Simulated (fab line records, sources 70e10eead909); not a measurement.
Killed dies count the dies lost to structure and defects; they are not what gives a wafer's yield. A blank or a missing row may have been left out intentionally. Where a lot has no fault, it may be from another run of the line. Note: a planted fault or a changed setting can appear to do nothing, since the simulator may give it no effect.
Matching of chambers -- flow nand_harc -- 3 sister chambers for NHARC_A_SLIT_DEP_25 on pecvd-04
The step deposits SiO2, target thk 200 nm. 3 wafers are shown with their chamber, then 11 later ones without.

WAFERS, EACH WITH ITS CHAMBER
wafer,chamber,heater_power_outer_w (W)
L086.2,0,393
L086.5,1,224
L089.1,2,221

WAFERS WITHOUT THEIR CHAMBER
wafer,heater_power_outer_w (W)
L089.3,402
L089.4,198
L090.4,153
L090.5,269
L090.6,404
L096.1,208
L096.5,215
L096.6,227
L097.1,362
L097.2,240
L097.6,174

THE CHAMBER EACH PASSED THROUGH
wafer,from the rows above,in truth
L089.3,0,0
L089.4,can't be placed: 2 or 1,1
L090.4,can't be placed: 2 or 1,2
L090.5,can't be placed: 1 or 2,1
L090.6,0,0
L096.1,can't be placed: 2 or 1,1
L096.5,can't be placed: 2 or 1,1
L096.6,can't be placed: 1 or 2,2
L097.1,0,0
L097.2,can't be placed: 1 or 2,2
L097.6,can't be placed: 2 or 1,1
Correct placement for 3 of the 11. From these rows, 8 cannot be placed; in 8 the true chamber is one of the candidates. 0 placed wrongly.
How it was worked out, from the rows above alone: a wafer's distance from a chamber is the root of the sum, over the readings, of the square of ((its reading less the chamber's mean) divided by the reading's scatter). If the next closest chamber is less than 2 further off than the closest, the wafer can't be placed; otherwise it belongs to the closest. The mean given for a chamber averages the wafers shown for that chamber. The scatter (one wafer shown for each chamber): square how far every hidden wafer sits from the nearest shown wafer, average those squares and take the square root.
